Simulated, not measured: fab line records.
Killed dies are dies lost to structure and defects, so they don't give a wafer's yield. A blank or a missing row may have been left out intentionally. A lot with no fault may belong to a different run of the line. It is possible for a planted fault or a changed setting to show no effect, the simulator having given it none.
Which tool was responsible? / flow n5 finfet / Sampling: 24 lots, 72 wafers, 6 of 1938 route steps

== WHAT EACH GAUGE READ, for each wafer ==
N5_BEOL_M7_CD_MEAS_35: the cd target is 40 nm. Usual: cd nm 40.0 nm, standard deviation 0.58.
lot=L074; measured=day 9 09:23; on=cd sem-01; cd nm (nm)=40.3 39.9 39.9; flag=
lot=L075; measured=day 9 09:47; on=cd sem-02; cd nm (nm)=40.5 39.6 39.5; flag=
lot=L076; measured=day 9 19:02; on=cd sem-01; cd nm (nm)=40.3 40.5 40.4; flag=
lot=L077; measured=day 10 02:23; on=cd sem-01; cd nm (nm)=39.9 40.1 40.2; flag=
lot=L078; measured=day 10 08:13; on=cd sem-03; cd nm (nm)=39.1 39.6 39.1; flag=
lot=L080; measured=day 10 18:06; on=cd sem-01; cd nm (nm)=40.6 40.3 39.3; flag=
lot=L079; measured=day 11 01:54; on=cd sem-03; cd nm (nm)=39.5 39.6 39.7; flag=
lot=L081; measured=day 11 02:29; on=cd sem-02; cd nm (nm)=40.3 41.5 40.1; flag=
lot=L083; measured=day 11 07:53; on=cd sem-02; cd nm (nm)=40.7 39.1 39.8; flag=
lot=L082; measured=day 11 19:13; on=cd sem-02; cd nm (nm)=39.6 38.6 39.7; flag=
lot=L084; measured=day 12 02:19; on=cd sem-01; cd nm (nm)=40.2 40.5 40.5; flag=
lot=L085; measured=day 12 10:37; on=cd sem-01; cd nm (nm)=39.7 40.0 39.4; flag=
lot=L086; measured=day 12 14:24; on=cd sem-03; cd nm (nm)=40.5 40.1 40.0; flag=
lot=L087; measured=day 12 19:53; on=cd sem-02; cd nm (nm)=40.2 39.5 40.1; flag=
lot=L088; measured=day 12 22:20; on=cd sem-02; cd nm (nm)=40.7 39.6 40.6; flag=
lot=L089; measured=day 13 00:32; on=cd sem-03; cd nm (nm)=40.5 40.4 40.1; flag=
lot=L090; measured=day 13 06:55; on=cd sem-01; cd nm (nm)=40.3 39.1 39.4; flag=
lot=L091; measured=day 13 08:59; on=cd sem-01; cd nm (nm)=39.8 40.4 40.4; flag=
lot=L092; measured=day 13 22:18; on=cd sem-02; cd nm (nm)=40.8 40.2 41.2; flag=
lot=L094; measured=day 14 01:43; on=cd sem-03; cd nm (nm)=38.9 40.0 40.2; flag=
lot=L093; measured=day 14 09:10; on=cd sem-03; cd nm (nm)=40.8 40.0 40.3; flag=
lot=L095; measured=day 14 20:13; on=cd sem-03; cd nm (nm)=40.6 40.8 40.9; flag=
lot=L096; measured=day 14 23:23; on=cd sem-02; cd nm (nm)=40.1 40.6 40.7; flag=
lot=L097; measured=day 15 10:50; on=cd sem-03; cd nm (nm)=39.4 40.5 39.7; flag=

N5_BEOL_M9_OVL_MEAS_12. Usual: for M9_OVL the level is -0.5 nm and the standard deviation is 0.74.
lot=L074; measured=day 10 03:05; on=overlay-02; M9_OVL (nm)=-0.7 -0.2 -0.7; flag=
lot=L075; measured=day 10 01:05; on=overlay-01; M9_OVL (nm)=-1.1 -0.8 0.2; flag=
lot=L076; measured=day 10 13:22; on=overlay-02; M9_OVL (nm)=0.2 -0.2 -1.0; flag=
lot=L077; measured=day 10 20:41; on=overlay-01; M9_OVL (nm)=-1.1 0.0 -0.8; flag=
lot=L078; measured=day 11 01:31; on=overlay-01; M9_OVL (nm)=-0.4 -0.4 -1.2; flag=
lot=L080; measured=day 11 13:31; on=overlay-01; M9_OVL (nm)=0.4 0.2 -0.5; flag=
lot=L079; measured=day 11 19:14; on=overlay-02; M9_OVL (nm)=-0.7 -1.0 -0.2; flag=
lot=L081; measured=day 11 22:50; on=overlay-02; M9_OVL (nm)=0.3 -0.1 -1.7; flag=
lot=L083; measured=day 12 02:34; on=overlay-01; M9_OVL (nm)=0.9 0.2 -0.3; flag=
lot=L082; measured=day 12 11:10; on=overlay-01; M9_OVL (nm)=-0.8 -0.6 -0.4; flag=
lot=L084; measured=day 12 19:44; on=overlay-01; M9_OVL (nm)=0.6 0.1 -0.5; flag=
lot=L085; measured=day 13 02:21; on=overlay-01; M9_OVL (nm)=-0.2 -0.5 -0.4; flag=
lot=L086; measured=day 13 03:04; on=overlay-01; M9_OVL (nm)=-1.3 -1.2 -2.2; flag=
lot=L087; measured=day 13 14:46; on=overlay-02; M9_OVL (nm)=-0.4 -1.5 -1.1; flag=
lot=L088; measured=day 13 15:04; on=overlay-02; M9_OVL (nm)=-1.7 -0.8 -1.7; flag=
lot=L089; measured=day 13 15:38; on=overlay-02; M9_OVL (nm)=-1.6 -0.3 -0.6; flag=
lot=L090; measured=day 13 22:37; on=overlay-02; M9_OVL (nm)=1.2 1.7 0.9; flag=
lot=L091; measured=day 13 23:02; on=overlay-01; M9_OVL (nm)=-0.6 -0.3 0.6; flag=
lot=L092; measured=day 14 14:17; on=overlay-01; M9_OVL (nm)=-0.2 -1.0 -0.3; flag=
lot=L094; measured=day 14 14:41; on=overlay-02; M9_OVL (nm)=-1.1 -1.4 -1.7; flag=
lot=L093; measured=day 14 21:16; on=overlay-02; M9_OVL (nm)=-1.2 -0.7 -1.0; flag=
lot=L095; measured=day 15 10:49; on=overlay-01; M9_OVL (nm)=-0.2 -0.2 -0.7; flag=
lot=L096; measured=day 15 14:31; on=overlay-02; M9_OVL (nm)=-0.2 -1.0 -1.1; flag=
lot=L097; measured=day 16 02:54; on=overlay-01; M9_OVL (nm)=-1.6 -1.5 -1.7; flag=

== TOOL THAT RAN EACH LOT (tool first, then ch and the chambers of the sampled wafers, then the start) ==
lot=L074; N5_BEOL_M7_STRIP_36=rie diel-04 ch 1,2, day 9 08:56; N5_BEOL_M7_ALD_77=ald metal-01 ch 0,1,2, day 9 09:51; N5_BEOL_M8_HM_DEP_02=pvd sputter-02, day 9 15:06; N5_BEOL_M9_ILD_DEP_00=pecvd-01 ch 0,1, day 10 00:22
lot=L075; N5_BEOL_M7_STRIP_36=rie diel-04 ch 0,2, day 9 09:26; N5_BEOL_M7_ALD_77=ald metal-01 ch 0,2,3, day 9 10:19; N5_BEOL_M8_HM_DEP_02=pvd sputter-03, day 9 15:31; N5_BEOL_M9_ILD_DEP_00=pecvd-03 ch 0,1, day 9 23:51
lot=L076; N5_BEOL_M7_STRIP_36=rie diel-06 ch 0,1,2, day 9 18:41; N5_BEOL_M7_ALD_77=ald metal-04 ch 0,2, day 9 19:32; N5_BEOL_M8_HM_DEP_02=pvd sputter-03, day 10 02:43; N5_BEOL_M9_ILD_DEP_00=pecvd-03 ch 0,1, day 10 11:47
lot=L077; N5_BEOL_M7_STRIP_36=rie diel-01 ch 0,2,3, day 10 02:01; N5_BEOL_M7_ALD_77=ald metal-03 ch 0,1,3, day 10 02:58; N5_BEOL_M8_HM_DEP_02=pvd sputter-01, day 10 09:38; N5_BEOL_M9_ILD_DEP_00=pecvd-03 ch 0,1,2, day 10 19:27
lot=L078; N5_BEOL_M7_STRIP_36=rie diel-06 ch 1,2,3, day 10 07:52; N5_BEOL_M7_ALD_77=ald metal-01 ch 0,1,2, day 10 09:16; N5_BEOL_M8_HM_DEP_02=pvd sputter-02, day 10 15:32; N5_BEOL_M9_ILD_DEP_00=pecvd-03 ch 0,1, day 11 00:08
lot=L080; N5_BEOL_M7_STRIP_36=rie diel-06 ch 2,3, day 10 17:45; N5_BEOL_M7_ALD_77=ald metal-03 ch 2,3, day 10 18:43; N5_BEOL_M8_HM_DEP_02=pvd sputter-02, day 11 02:54; N5_BEOL_M9_ILD_DEP_00=pecvd-01 ch 1,2, day 11 09:10
lot=L079; N5_BEOL_M7_STRIP_36=rie diel-06 ch 0,1,2, day 11 01:33; N5_BEOL_M7_ALD_77=ald metal-01 ch 1,2,3, day 11 02:28; N5_BEOL_M8_HM_DEP_02=pvd sputter-03, day 11 07:13; N5_BEOL_M9_ILD_DEP_00=pecvd-04 ch 0,2, day 11 15:07
lot=L081; N5_BEOL_M7_STRIP_36=rie diel-01 ch 1,2,3, day 11 02:08; N5_BEOL_M7_ALD_77=ald metal-04 ch 0,1,3, day 11 03:10; N5_BEOL_M8_HM_DEP_02=pvd sputter-03, day 11 07:30; N5_BEOL_M9_ILD_DEP_00=pecvd-01 ch 0,2, day 11 19:56
lot=L083; N5_BEOL_M7_STRIP_36=rie diel-01 ch 0,1,3, day 11 07:32; N5_BEOL_M7_ALD_77=ald metal-01 ch 1,2,3, day 11 08:27; N5_BEOL_M8_HM_DEP_02=pvd sputter-01, day 11 13:19; N5_BEOL_M9_ILD_DEP_00=pecvd-03 ch 0,1,2, day 11 23:01
lot=L082; N5_BEOL_M7_STRIP_36=rie diel-04 ch 0,2, day 11 18:52; N5_BEOL_M7_ALD_77=ald metal-04 ch 1,3, day 11 19:54; N5_BEOL_M8_HM_DEP_02=pvd sputter-02, day 12 01:24; N5_BEOL_M9_ILD_DEP_00=pecvd-03 ch 1,2, day 12 09:28
lot=L084; N5_BEOL_M7_STRIP_36=rie diel-06 ch 1,2,3, day 12 01:58; N5_BEOL_M7_ALD_77=ald metal-04 ch 0,1,3, day 12 02:50; N5_BEOL_M8_HM_DEP_02=pvd sputter-01, day 12 09:36; N5_BEOL_M9_ILD_DEP_00=pecvd-04 ch 0,2, day 12 15:37
lot=L085; N5_BEOL_M7_STRIP_36=rie diel-06 ch 0,2, day 12 10:16; N5_BEOL_M7_ALD_77=ald metal-01 ch 1,3, day 12 12:08; N5_BEOL_M8_HM_DEP_02=pvd sputter-01, day 12 16:39; N5_BEOL_M9_ILD_DEP_00=pecvd-03 ch 0,1,2, day 12 23:43
lot=L086; N5_BEOL_M7_STRIP_36=rie diel-06 ch 0,3, day 12 14:03; N5_BEOL_M7_ALD_77=ald metal-03 ch 0,1,2, day 12 15:08; N5_BEOL_M8_HM_DEP_02=pvd sputter-01, day 12 19:40; N5_BEOL_M9_ILD_DEP_00=pecvd-01 ch 0,1,2, day 13 01:04
lot=L087; N5_BEOL_M7_STRIP_36=rie diel-06 ch 0,2,3, day 12 19:32; N5_BEOL_M7_ALD_77=ald metal-04 ch 0,2, day 12 20:25; N5_BEOL_M8_HM_DEP_02=pvd sputter-02, day 13 01:44; N5_BEOL_M9_ILD_DEP_00=pecvd-01 ch 1,2, day 13 10:19
lot=L088; N5_BEOL_M7_STRIP_36=rie diel-01 ch 0,2,3, day 12 21:59; N5_BEOL_M7_ALD_77=ald metal-03 ch 1,2, day 12 22:53; N5_BEOL_M8_HM_DEP_02=pvd sputter-02, day 13 02:13; N5_BEOL_M9_ILD_DEP_00=pecvd-03 ch 0,1,2, day 13 10:52
lot=L089; N5_BEOL_M7_STRIP_36=rie diel-01 ch 0,1,3, day 13 00:11; N5_BEOL_M7_ALD_77=ald metal-01 ch 2,3, day 13 02:08; N5_BEOL_M8_HM_DEP_02=pvd sputter-02, day 13 05:55; N5_BEOL_M9_ILD_DEP_00=pecvd-03 ch 0,1,2, day 13 13:34
lot=L090; N5_BEOL_M7_STRIP_36=rie diel-06 ch 0,1,3, day 13 06:34; N5_BEOL_M7_ALD_77=ald metal-04 ch 1,2,3, day 13 08:58; N5_BEOL_M8_HM_DEP_02=pvd sputter-03, day 13 14:38; N5_BEOL_M9_ILD_DEP_00=pecvd-01 ch 0,1,2, day 13 20:48
lot=L091; N5_BEOL_M7_STRIP_36=rie diel-04 ch 0,2,3, day 13 08:38; N5_BEOL_M7_ALD_77=ald metal-03 ch 0,1,2, day 13 09:34; N5_BEOL_M8_HM_DEP_02=pvd sputter-03, day 13 14:52; N5_BEOL_M9_ILD_DEP_00=pecvd-03 ch 0,1,2, day 13 21:46
lot=L092; N5_BEOL_M7_STRIP_36=rie diel-01 ch 1,2,3, day 13 21:57; N5_BEOL_M7_ALD_77=ald metal-03 ch 0,2,3, day 13 22:47; N5_BEOL_M8_HM_DEP_02=pvd sputter-03, day 14 04:20; N5_BEOL_M9_ILD_DEP_00=pecvd-03 ch 1,2, day 14 11:14
lot=L094; N5_BEOL_M7_STRIP_36=rie diel-06 ch 1,2,3, day 14 01:22; N5_BEOL_M7_ALD_77=ald metal-04 ch 2,3, day 14 02:35; N5_BEOL_M8_HM_DEP_02=pvd sputter-03, day 14 07:44; N5_BEOL_M9_ILD_DEP_00=pecvd-03 ch 1,2, day 14 12:46
lot=L093; N5_BEOL_M7_STRIP_36=rie diel-04 ch 1,2,3, day 14 08:49; N5_BEOL_M7_ALD_77=ald metal-01 ch 2,3, day 14 10:13; N5_BEOL_M8_HM_DEP_02=pvd sputter-03, day 14 13:50; N5_BEOL_M9_ILD_DEP_00=pecvd-01 ch 0,1, day 14 20:02
lot=L095; N5_BEOL_M7_STRIP_36=rie diel-01 ch 0,2,3, day 14 19:52; N5_BEOL_M7_ALD_77=ald metal-01 ch 0,2,3, day 14 21:16; N5_BEOL_M8_HM_DEP_02=pvd sputter-02, day 15 01:53; N5_BEOL_M9_ILD_DEP_00=pecvd-03 ch 0,1,2, day 15 07:39
lot=L096; N5_BEOL_M7_STRIP_36=rie diel-01 ch 0,1,3, day 14 23:02; N5_BEOL_M7_ALD_77=ald metal-03 ch 0,1, day 15 00:42; N5_BEOL_M8_HM_DEP_02=pvd sputter-03, day 15 05:20; N5_BEOL_M9_ILD_DEP_00=pecvd-04 ch 0,2, day 15 13:23
lot=L097; N5_BEOL_M7_STRIP_36=rie diel-01 ch 0,1,2, day 15 10:29; N5_BEOL_M7_ALD_77=ald metal-03 ch 0,2, day 15 11:34; N5_BEOL_M8_HM_DEP_02=pvd sputter-02, day 15 18:29; N5_BEOL_M9_ILD_DEP_00=pecvd-01 ch 0,2, day 16 01:18
- N5_BEOL_M7_STRIP_36: strips in N2/H2.
- N5_BEOL_M7_ALD_77: deposits TaN, target thk 2 nm, pulse time 2 s, purge time 3 s.
- N5_BEOL_M8_HM_DEP_02: deposits TiN, target thk 20 nm.
- N5_BEOL_M9_ILD_DEP_00: deposits SiCOH lowk from DEMS/porogen, target thk 308.51 nm, time 58 s.

== AS READ BY THE TOOLS THEMSELVES (means over the sampled wafers that have a number; for cases with no such wafer, the mark the record gives instead) ==
N5_BEOL_M7_STRIP_36. Usual: drypump motor current A 5.7 A, standard deviation 0.49; oes product au 0.78 a.u., standard deviation 0.095; rf vpp V 59.3 V, standard deviation 1.6; showerhead plenum p Torr 2.53 Torr, standard deviation 0.1; throttle valve pct 23.69 %, standard deviation 0.29.
lot=L074; tool=rie diel-04; drypump motor current A (A)=5.6; oes product au (a.u.)=0.74; rf vpp V (V)=58.4; showerhead plenum p Torr (Torr)=2.60; throttle valve pct (%)=24.06; flag=
lot=L075; tool=rie diel-04; drypump motor current A (A)=5.7; oes product au (a.u.)=0.81; rf vpp V (V)=59.4; showerhead plenum p Torr (Torr)=2.58; throttle valve pct (%)=23.36; flag=
lot=L076; tool=rie diel-06; drypump motor current A (A)=5.3; oes product au (a.u.)=0.80; rf vpp V (V)=60.6; showerhead plenum p Torr (Torr)=2.56; throttle valve pct (%)=23.65; flag=
lot=L077; tool=rie diel-01; drypump motor current A (A)=5.7; oes product au (a.u.)=0.72; rf vpp V (V)=60.1; showerhead plenum p Torr (Torr)=2.51; throttle valve pct (%)=23.76; flag=
lot=L078; tool=rie diel-06; drypump motor current A (A)=5.5; oes product au (a.u.)=0.78; rf vpp V (V)=59.9; showerhead plenum p Torr (Torr)=2.52; throttle valve pct (%)=23.63; flag=
lot=L080; tool=rie diel-06; drypump motor current A (A)=5.3; oes product au (a.u.)=0.83; rf vpp V (V)=59.2; showerhead plenum p Torr (Torr)=2.63; throttle valve pct (%)=23.52; flag=
lot=L079; tool=rie diel-06; drypump motor current A (A)=5.3; oes product au (a.u.)=0.79; rf vpp V (V)=58.8; showerhead plenum p Torr (Torr)=2.56; throttle valve pct (%)=23.67; flag=
lot=L081; tool=rie diel-01; drypump motor current A (A)=5.8; oes product au (a.u.)=0.73; rf vpp V (V)=59.7; showerhead plenum p Torr (Torr)=2.55; throttle valve pct (%)=23.75; flag=
lot=L083; tool=rie diel-01; drypump motor current A (A)=6.2; oes product au (a.u.)=0.71; rf vpp V (V)=59.3; showerhead plenum p Torr (Torr)=2.47; throttle valve pct (%)=23.88; flag=
lot=L082; tool=rie diel-04; drypump motor current A (A)=5.7; oes product au (a.u.)=0.78; rf vpp V (V)=58.8; showerhead plenum p Torr (Torr)=2.57; throttle valve pct (%)=23.38; flag=
lot=L084; tool=rie diel-06; drypump motor current A (A)=5.5; oes product au (a.u.)=0.86; rf vpp V (V)=59.5; showerhead plenum p Torr (Torr)=2.51; throttle valve pct (%)=23.53; flag=
lot=L085; tool=rie diel-06; drypump motor current A (A)=5.1; oes product au (a.u.)=0.82; rf vpp V (V)=59.1; showerhead plenum p Torr (Torr)=2.67; throttle valve pct (%)=23.54; flag=
lot=L086; tool=rie diel-06; drypump motor current A (A)=6.0; oes product au (a.u.)=0.86; rf vpp V (V)=58.1; showerhead plenum p Torr (Torr)=2.52; throttle valve pct (%)=23.53; flag=
lot=L087; tool=rie diel-06; drypump motor current A (A)=5.5; oes product au (a.u.)=0.83; rf vpp V (V)=60.1; showerhead plenum p Torr (Torr)=2.59; throttle valve pct (%)=23.54; flag=
lot=L088; tool=rie diel-01; drypump motor current A (A)=5.7; oes product au (a.u.)=0.81; rf vpp V (V)=58.0; showerhead plenum p Torr (Torr)=2.50; throttle valve pct (%)=23.67; flag=
lot=L089; tool=rie diel-01; drypump motor current A (A)=6.2; oes product au (a.u.)=0.80; rf vpp V (V)=58.5; showerhead plenum p Torr (Torr)=2.47; throttle valve pct (%)=23.75; flag=
lot=L090; tool=rie diel-06; drypump motor current A (A)=5.8; oes product au (a.u.)=0.80; rf vpp V (V)=60.4; showerhead plenum p Torr (Torr)=2.48; throttle valve pct (%)=23.70; flag=
lot=L091; tool=rie diel-04; drypump motor current A (A)=5.8; oes product au (a.u.)=0.82; rf vpp V (V)=59.1; showerhead plenum p Torr (Torr)=2.58; throttle valve pct (%)=23.34; flag=
lot=L092; tool=rie diel-01; drypump motor current A (A)=5.8; oes product au (a.u.)=0.81; rf vpp V (V)=60.8; showerhead plenum p Torr (Torr)=2.55; throttle valve pct (%)=23.63; flag=
lot=L094; tool=rie diel-06; drypump motor current A (A)=5.5; oes product au (a.u.)=0.83; rf vpp V (V)=60.4; showerhead plenum p Torr (Torr)=2.51; throttle valve pct (%)=23.56; flag=
lot=L093; tool=rie diel-04; drypump motor current A (A)=5.8; oes product au (a.u.)=0.88; rf vpp V (V)=59.3; showerhead plenum p Torr (Torr)=2.58; throttle valve pct (%)=23.61; flag=
lot=L095; tool=rie diel-01; drypump motor current A (A)=5.8; oes product au (a.u.)=0.79; rf vpp V (V)=59.6; showerhead plenum p Torr (Torr)=2.50; throttle valve pct (%)=23.70; flag=
lot=L096; tool=rie diel-01; drypump motor current A (A)=6.2; oes product au (a.u.)=0.77; rf vpp V (V)=59.0; showerhead plenum p Torr (Torr)=2.47; throttle valve pct (%)=23.78; flag=
lot=L097; tool=rie diel-01; drypump motor current A (A)=5.9; oes product au (a.u.)=0.71; rf vpp V (V)=57.9; showerhead plenum p Torr (Torr)=2.51; throttle valve pct (%)=23.84; flag=

N5_BEOL_M7_ALD_77. Usual: heater power w 398 W, standard deviation 50.
lot=L074; tool=ald metal-01; heater power w (W)=405; flag=
lot=L075; tool=ald metal-01; heater power w (W)=410; flag=
lot=L076; tool=ald metal-04; heater power w (W)=372; flag=
lot=L077; tool=ald metal-03; heater power w (W)=432; flag=
lot=L078; tool=ald metal-01; heater power w (W)=408; flag=
lot=L080; tool=ald metal-03; heater power w (W)=471; flag=
lot=L079; tool=ald metal-01; heater power w (W)=381; flag=
lot=L081; tool=ald metal-04; heater power w (W)=366; flag=
lot=L083; tool=ald metal-01; heater power w (W)=387; flag=
lot=L082; tool=ald metal-04; heater power w (W)=355; flag=
lot=L084; tool=ald metal-04; heater power w (W)=362; flag=
lot=L085; tool=ald metal-01; heater power w (W)=371; flag=
lot=L086; tool=ald metal-03; heater power w (W)=397; flag=
lot=L087; tool=ald metal-04; heater power w (W)=371; flag=
lot=L088; tool=ald metal-03; heater power w (W)=405; flag=
lot=L089; tool=ald metal-01; heater power w (W)=409; flag=
lot=L090; tool=ald metal-04; heater power w (W)=363; flag=
lot=L091; tool=ald metal-03; heater power w (W)=397; flag=
lot=L092; tool=ald metal-03; heater power w (W)=446; flag=
lot=L094; tool=ald metal-04; heater power w (W)=350; flag=
lot=L093; tool=ald metal-01; heater power w (W)=410; flag=
lot=L095; tool=ald metal-01; heater power w (W)=403; flag=
lot=L096; tool=ald metal-03; heater power w (W)=372; flag=
lot=L097; tool=ald metal-03; heater power w (W)=403; flag=

N5_BEOL_M8_HM_DEP_02. Usual: throttle valve pct 29.9 %, standard deviation 1.2.
lot=L074; tool=pvd sputter-02; throttle valve pct (%)=30.3; flag=
lot=L075; tool=pvd sputter-03; throttle valve pct (%)=28.4; flag=
lot=L076; tool=pvd sputter-03; throttle valve pct (%)=29.1; flag=
lot=L077; tool=pvd sputter-01; throttle valve pct (%)=30.0; flag=
lot=L078; tool=pvd sputter-02; throttle valve pct (%)=30.1; flag=
lot=L080; tool=pvd sputter-02; throttle valve pct (%)=30.7; flag=
lot=L079; tool=pvd sputter-03; throttle valve pct (%)=29.6; flag=
lot=L081; tool=pvd sputter-03; throttle valve pct (%)=30.3; flag=
lot=L083; tool=pvd sputter-01; throttle valve pct (%)=28.5; flag=
lot=L082; tool=pvd sputter-02; throttle valve pct (%)=30.1; flag=
lot=L084; tool=pvd sputter-01; throttle valve pct (%)=29.9; flag=
lot=L085; tool=pvd sputter-01; throttle valve pct (%)=30.5; flag=
lot=L086; tool=pvd sputter-01; throttle valve pct (%)=30.3; flag=
lot=L087; tool=pvd sputter-02; throttle valve pct (%)=29.2; flag=
lot=L088; tool=pvd sputter-02; throttle valve pct (%)=29.3; flag=
lot=L089; tool=pvd sputter-02; throttle valve pct (%)=30.7; flag=
lot=L090; tool=pvd sputter-03; throttle valve pct (%)=29.4; flag=
lot=L091; tool=pvd sputter-03; throttle valve pct (%)=29.8; flag=
lot=L092; tool=pvd sputter-03; throttle valve pct (%)=29.8; flag=
lot=L094; tool=pvd sputter-03; throttle valve pct (%)=30.0; flag=
lot=L093; tool=pvd sputter-03; throttle valve pct (%)=30.2; flag=
lot=L095; tool=pvd sputter-02; throttle valve pct (%)=29.6; flag=
lot=L096; tool=pvd sputter-03; throttle valve pct (%)=30.0; flag=
lot=L097; tool=pvd sputter-02; throttle valve pct (%)=30.3; flag=

N5_BEOL_M9_ILD_DEP_00. Usual: heater power w 296 W, standard deviation 46; showerhead plenum p Torr 5.739 Torr, standard deviation 0.019; throttle valve pct 13.5 %, standard deviation 0.83.
lot=L074; tool=pecvd-01; heater power w (W)=324; showerhead plenum p Torr (Torr)=5.720; throttle valve pct (%)=12.9; flag=
lot=L075; tool=pecvd-03; heater power w (W)=255; showerhead plenum p Torr (Torr)=5.755; throttle valve pct (%)=13.8; flag=
lot=L076; tool=pecvd-03; heater power w (W)=297; showerhead plenum p Torr (Torr)=5.762; throttle valve pct (%)=13.7; flag=
lot=L077; tool=pecvd-03; heater power w (W)=287; showerhead plenum p Torr (Torr)=5.751; throttle valve pct (%)=13.8; flag=
lot=L078; tool=pecvd-03; heater power w (W)=309; showerhead plenum p Torr (Torr)=5.763; throttle valve pct (%)=14.3; flag=
lot=L080; tool=pecvd-01; heater power w (W)=326; showerhead plenum p Torr (Torr)=5.726; throttle valve pct (%)=13.0; flag=
lot=L079; tool=pecvd-04; heater power w (W)=310; showerhead plenum p Torr (Torr)=5.736; throttle valve pct (%)=12.9; flag=
lot=L081; tool=pecvd-01; heater power w (W)=336; showerhead plenum p Torr (Torr)=5.731; throttle valve pct (%)=12.7; flag=
lot=L083; tool=pecvd-03; heater power w (W)=265; showerhead plenum p Torr (Torr)=5.748; throttle valve pct (%)=14.1; flag=
lot=L082; tool=pecvd-03; heater power w (W)=249; showerhead plenum p Torr (Torr)=5.725; throttle valve pct (%)=13.3; flag=
lot=L084; tool=pecvd-04; heater power w (W)=292; showerhead plenum p Torr (Torr)=5.735; throttle valve pct (%)=13.1; flag=
lot=L085; tool=pecvd-03; heater power w (W)=276; showerhead plenum p Torr (Torr)=5.743; throttle valve pct (%)=13.9; flag=
lot=L086; tool=pecvd-01; heater power w (W)=350; showerhead plenum p Torr (Torr)=5.716; throttle valve pct (%)=13.0; flag=
lot=L087; tool=pecvd-01; heater power w (W)=343; showerhead plenum p Torr (Torr)=5.725; throttle valve pct (%)=13.3; flag=
lot=L088; tool=pecvd-03; heater power w (W)=291; showerhead plenum p Torr (Torr)=5.742; throttle valve pct (%)=13.9; flag=
lot=L089; tool=pecvd-03; heater power w (W)=282; showerhead plenum p Torr (Torr)=5.742; throttle valve pct (%)=14.1; flag=
lot=L090; tool=pecvd-01; heater power w (W)=322; showerhead plenum p Torr (Torr)=5.725; throttle valve pct (%)=13.0; flag=
lot=L091; tool=pecvd-03; heater power w (W)=274; showerhead plenum p Torr (Torr)=5.750; throttle valve pct (%)=14.0; flag=
lot=L092; tool=pecvd-03; heater power w (W)=266; showerhead plenum p Torr (Torr)=5.733; throttle valve pct (%)=13.2; flag=
lot=L094; tool=pecvd-03; heater power w (W)=246; showerhead plenum p Torr (Torr)=5.752; throttle valve pct (%)=13.3; flag=
lot=L093; tool=pecvd-01; heater power w (W)=373; showerhead plenum p Torr (Torr)=5.723; throttle valve pct (%)=13.2; flag=
lot=L095; tool=pecvd-03; heater power w (W)=276; showerhead plenum p Torr (Torr)=5.746; throttle valve pct (%)=13.9; flag=
lot=L096; tool=pecvd-04; heater power w (W)=285; showerhead plenum p Torr (Torr)=5.734; throttle valve pct (%)=13.0; flag=
lot=L097; tool=pecvd-01; heater power w (W)=335; showerhead plenum p Torr (Torr)=5.730; throttle valve pct (%)=12.8; flag=

== THE ANSWER, worked out from the rows above alone ==
Rule: lot off if the mean of its wafers having a number is beyond 3 standard deviations from the usual mean. A lot without any number at a reading at which 4 lots or more have one is off too. All remaining lots with rows at the step are treated as sound. Order of review: gauges by route order, followed by the tools' own readings, for which a lot's mean as printed above is used. The first step at which some lot is off is used, and at that step the reading that is off furthest; a lot without a number counts as furthest.
No lot is off at any reading shown: from this, nothing can be told.

== WHAT THE SIMULATOR HAD PUT IN ==
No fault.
